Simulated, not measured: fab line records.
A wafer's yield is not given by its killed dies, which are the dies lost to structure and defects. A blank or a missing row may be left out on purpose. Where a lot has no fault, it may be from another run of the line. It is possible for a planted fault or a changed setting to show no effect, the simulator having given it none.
Chamber matching || flow n5 finfet || 4 sister chambers for N5_BEOL_M8_STRIP_36 on rie diel-06
The step strips in N2/H2. 24 wafers are shown with their chamber, then 12 later ones without.

WAFERS, EACH WITH ITS CHAMBER
{"wafer": "L079.2", "chamber": 2, "showerhead plenum p Torr (Torr)": 2.69, "drypump motor current A (A)": 5.5, "throttle valve pct (%)": 23.68}
{"wafer": "L079.3", "chamber": 1, "showerhead plenum p Torr (Torr)": 2.45, "drypump motor current A (A)": 6.7, "throttle valve pct (%)": 23.85}
{"wafer": "L079.5", "chamber": 2, "showerhead plenum p Torr (Torr)": 2.69, "drypump motor current A (A)": 5.4, "throttle valve pct (%)": 23.66}
{"wafer": "L081.2", "chamber": 0, "showerhead plenum p Torr (Torr)": 2.70, "drypump motor current A (A)": 5.3, "throttle valve pct (%)": 23.61}
{"wafer": "L081.3", "chamber": 1, "showerhead plenum p Torr (Torr)": 2.45, "drypump motor current A (A)": 6.7, "throttle valve pct (%)": 23.89}
{"wafer": "L081.5", "chamber": 3, "showerhead plenum p Torr (Torr)": 2.65, "drypump motor current A (A)": 5.2, "throttle valve pct (%)": 23.37}
{"wafer": "L082.1", "chamber": 3, "showerhead plenum p Torr (Torr)": 2.65, "drypump motor current A (A)": 5.1, "throttle valve pct (%)": 23.36}
{"wafer": "L082.2", "chamber": 2, "showerhead plenum p Torr (Torr)": 2.69, "drypump motor current A (A)": 5.5, "throttle valve pct (%)": 23.67}
{"wafer": "L082.3", "chamber": 0, "showerhead plenum p Torr (Torr)": 2.70, "drypump motor current A (A)": 5.3, "throttle valve pct (%)": 23.61}
{"wafer": "L082.4", "chamber": 1, "showerhead plenum p Torr (Torr)": 2.45, "drypump motor current A (A)": 6.7, "throttle valve pct (%)": 23.87}
{"wafer": "L082.5", "chamber": 0, "showerhead plenum p Torr (Torr)": 2.70, "drypump motor current A (A)": 5.3, "throttle valve pct (%)": 23.61}
{"wafer": "L082.6", "chamber": 1, "showerhead plenum p Torr (Torr)": 2.45, "drypump motor current A (A)": 6.7, "throttle valve pct (%)": 23.87}
{"wafer": "L084.1", "chamber": 1, "showerhead plenum p Torr (Torr)": 2.45, "drypump motor current A (A)": 6.7, "throttle valve pct (%)": 23.85}
{"wafer": "L084.2", "chamber": 3, "showerhead plenum p Torr (Torr)": 2.65, "drypump motor current A (A)": 5.2, "throttle valve pct (%)": 23.36}
{"wafer": "L084.4", "chamber": 2, "showerhead plenum p Torr (Torr)": 2.69, "drypump motor current A (A)": 5.5, "throttle valve pct (%)": 23.67}
{"wafer": "L085.2", "chamber": 0, "showerhead plenum p Torr (Torr)": 2.70, "drypump motor current A (A)": 5.3, "throttle valve pct (%)": 23.61}
{"wafer": "L085.5", "chamber": 2, "showerhead plenum p Torr (Torr)": 2.69, "drypump motor current A (A)": 5.4, "throttle valve pct (%)": 23.68}
{"wafer": "L085.6", "chamber": 3, "showerhead plenum p Torr (Torr)": 2.65, "drypump motor current A (A)": 5.2, "throttle valve pct (%)": 23.37}
{"wafer": "L087.3", "chamber": 1, "showerhead plenum p Torr (Torr)": 2.44, "drypump motor current A (A)": 6.7, "throttle valve pct (%)": 23.90}
{"wafer": "L087.4", "chamber": 0, "showerhead plenum p Torr (Torr)": 2.69, "drypump motor current A (A)": 5.3, "throttle valve pct (%)": 23.62}
{"wafer": "L087.6", "chamber": 1, "showerhead plenum p Torr (Torr)": 2.44, "drypump motor current A (A)": 6.7, "throttle valve pct (%)": 23.89}
{"wafer": "L089.4", "chamber": 3, "showerhead plenum p Torr (Torr)": 2.65, "drypump motor current A (A)": 5.1, "throttle valve pct (%)": 23.37}
{"wafer": "L089.5", "chamber": 3, "showerhead plenum p Torr (Torr)": 2.65, "drypump motor current A (A)": 5.1, "throttle valve pct (%)": 23.36}
{"wafer": "L089.6", "chamber": 2, "showerhead plenum p Torr (Torr)": 2.68, "drypump motor current A (A)": 5.4, "throttle valve pct (%)": 23.69}

SIGNATURES (averages over the wafers above)
{"reading": "showerhead plenum p Torr", "chamber 0": 2.6980, "chamber 1": 2.4471, "chamber 2": 2.6883, "chamber 3": 2.6500, "scatter within a chamber": 0.00391}
{"reading": "drypump motor current A", "chamber 0": 5.300, "chamber 1": 6.700, "chamber 2": 5.450, "chamber 3": 5.150, "scatter within a chamber": 0.0387}
{"reading": "throttle valve pct", "chamber 0": 23.6120, "chamber 1": 23.8743, "chamber 2": 23.6750, "chamber 3": 23.3650, "scatter within a chamber": 0.0126}
Rule: a wafer lies at a distance from a chamber equal to the root of the sum of squares, over the readings, of (its reading less the chamber's mean, divided by the reading's scatter). The wafer belongs to the nearest chamber; if the next one is less than 2 further off, it can't be placed. The scatter: the root of (the sum of the squares of (reading less its chamber's mean) over the shown wafers, divided by (wafers less chambers)).

WAFERS MISSING THEIR CHAMBER
{"wafer": "L092.1", "showerhead plenum p Torr (Torr)": 2.69, "drypump motor current A (A)": 5.3, "throttle valve pct (%)": 23.63}
{"wafer": "L092.3", "showerhead plenum p Torr (Torr)": 2.44, "drypump motor current A (A)": 6.7, "throttle valve pct (%)": 23.92}
{"wafer": "L092.6", "showerhead plenum p Torr (Torr)": 2.69, "drypump motor current A (A)": 5.3, "throttle valve pct (%)": 23.65}
{"wafer": "L096.1", "showerhead plenum p Torr (Torr)": 2.43, "drypump motor current A (A)": 6.7, "throttle valve pct (%)": 23.91}
{"wafer": "L096.2", "showerhead plenum p Torr (Torr)": 2.67, "drypump motor current A (A)": 5.5, "throttle valve pct (%)": 23.73}
{"wafer": "L096.3", "showerhead plenum p Torr (Torr)": 2.64, "drypump motor current A (A)": 5.2, "throttle valve pct (%)": 23.39}
{"wafer": "L096.4", "showerhead plenum p Torr (Torr)": 2.69, "drypump motor current A (A)": 5.3, "throttle valve pct (%)": 23.66}
{"wafer": "L096.5", "showerhead plenum p Torr (Torr)": 2.43, "drypump motor current A (A)": 6.7, "throttle valve pct (%)": 23.94}
{"wafer": "L096.6", "showerhead plenum p Torr (Torr)": 2.67, "drypump motor current A (A)": 5.5, "throttle valve pct (%)": 23.70}
{"wafer": "L097.1", "showerhead plenum p Torr (Torr)": 2.64, "drypump motor current A (A)": 5.1, "throttle valve pct (%)": 23.37}
{"wafer": "L097.3", "showerhead plenum p Torr (Torr)": 2.69, "drypump motor current A (A)": 5.3, "throttle valve pct (%)": 23.64}
{"wafer": "L097.5", "showerhead plenum p Torr (Torr)": 2.67, "drypump motor current A (A)": 5.5, "throttle valve pct (%)": 23.71}

CHAMBER TAKEN BY EACH
{"wafer": "L092.1", "from the rows above": 0, "in truth": 0}
{"wafer": "L092.3", "from the rows above": 1, "in truth": 1}
{"wafer": "L092.6", "from the rows above": "can't be placed: 0 or 2", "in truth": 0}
{"wafer": "L096.1", "from the rows above": 1, "in truth": 1}
{"wafer": "L096.2", "from the rows above": 2, "in truth": 2}
{"wafer": "L096.3", "from the rows above": 3, "in truth": 3}
{"wafer": "L096.4", "from the rows above": "can't be placed: 2 or 0", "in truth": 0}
{"wafer": "L096.5", "from the rows above": 1, "in truth": 1}
{"wafer": "L096.6", "from the rows above": 2, "in truth": 2}
{"wafer": "L097.1", "from the rows above": 3, "in truth": 3}
{"wafer": "L097.3", "from the rows above": "can't be placed: 0 or 2", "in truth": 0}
{"wafer": "L097.5", "from the rows above": 2, "in truth": 2}
Correct placement for 9 of the 12. From these rows, 3 cannot be placed; in 3 the true chamber is one of the candidates. Wrongly placed: 0.
